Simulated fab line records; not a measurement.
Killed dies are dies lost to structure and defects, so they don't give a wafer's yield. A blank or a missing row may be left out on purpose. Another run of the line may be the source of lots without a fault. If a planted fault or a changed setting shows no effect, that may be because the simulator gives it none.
Matching of chambers || flow nand-harc || rie-diel-08 running NHARC_A_CONTACT_ETCH_102: 4 sister chambers
The step etches the open film in CF4/O2, target depth 100 nm, overetch 10 nm, time 55 s. 4 wafers are shown with their chamber, then 8 later ones without.

== WAFERS, EACH WITH ITS CHAMBER ==
{"wafer": "L086.4", "chamber": 3, "drypump-motor-current-A (A)": 5.7}
{"wafer": "L090.2", "chamber": 2, "drypump-motor-current-A (A)": 5.4}
{"wafer": "L090.6", "chamber": 0, "drypump-motor-current-A (A)": 5.3}
{"wafer": "L092.4", "chamber": 1, "drypump-motor-current-A (A)": 6.0}

== WAFERS WITHOUT THEIR CHAMBER ==
{"wafer": "L092.5", "drypump-motor-current-A (A)": 5.4}
{"wafer": "L092.6", "drypump-motor-current-A (A)": 5.7}
{"wafer": "L095.1", "drypump-motor-current-A (A)": 5.5}
{"wafer": "L095.2", "drypump-motor-current-A (A)": 5.3}
{"wafer": "L095.6", "drypump-motor-current-A (A)": 5.3}
{"wafer": "L096.2", "drypump-motor-current-A (A)": 5.4}
{"wafer": "L096.5", "drypump-motor-current-A (A)": 5.4}
{"wafer": "L096.6", "drypump-motor-current-A (A)": 6.0}

== WHICH CHAMBER EACH ONE RAN IN ==
{"wafer": "L092.5", "from the rows above": 2, "in truth": 2}
{"wafer": "L092.6", "from the rows above": 3, "in truth": 3}
{"wafer": "L095.1", "from the rows above": 2, "in truth": 2}
{"wafer": "L095.2", "from the rows above": 0, "in truth": 0}
{"wafer": "L095.6", "from the rows above": 0, "in truth": 0}
{"wafer": "L096.2", "from the rows above": 2, "in truth": 2}
{"wafer": "L096.5", "from the rows above": 2, "in truth": 2}
{"wafer": "L096.6", "from the rows above": 1, "in truth": 1}
Placed correctly: 8 of 8. Can't be placed from these rows: 0. Placed wrongly: 0.
How it was worked out, from the rows above alone: a wafer's distance from a chamber is the root of the sum, over the readings, of the square of ((its reading less the chamber's mean) divided by the reading's scatter). The wafer belongs to the nearest chamber; if the next one is less than 2 further off, it can't be placed. For every chamber, the mean is computed from those of its wafers that are shown. The scatter: root of mean squared gap, hidden wafer to nearest shown wafer, with one shown wafer a chamber.
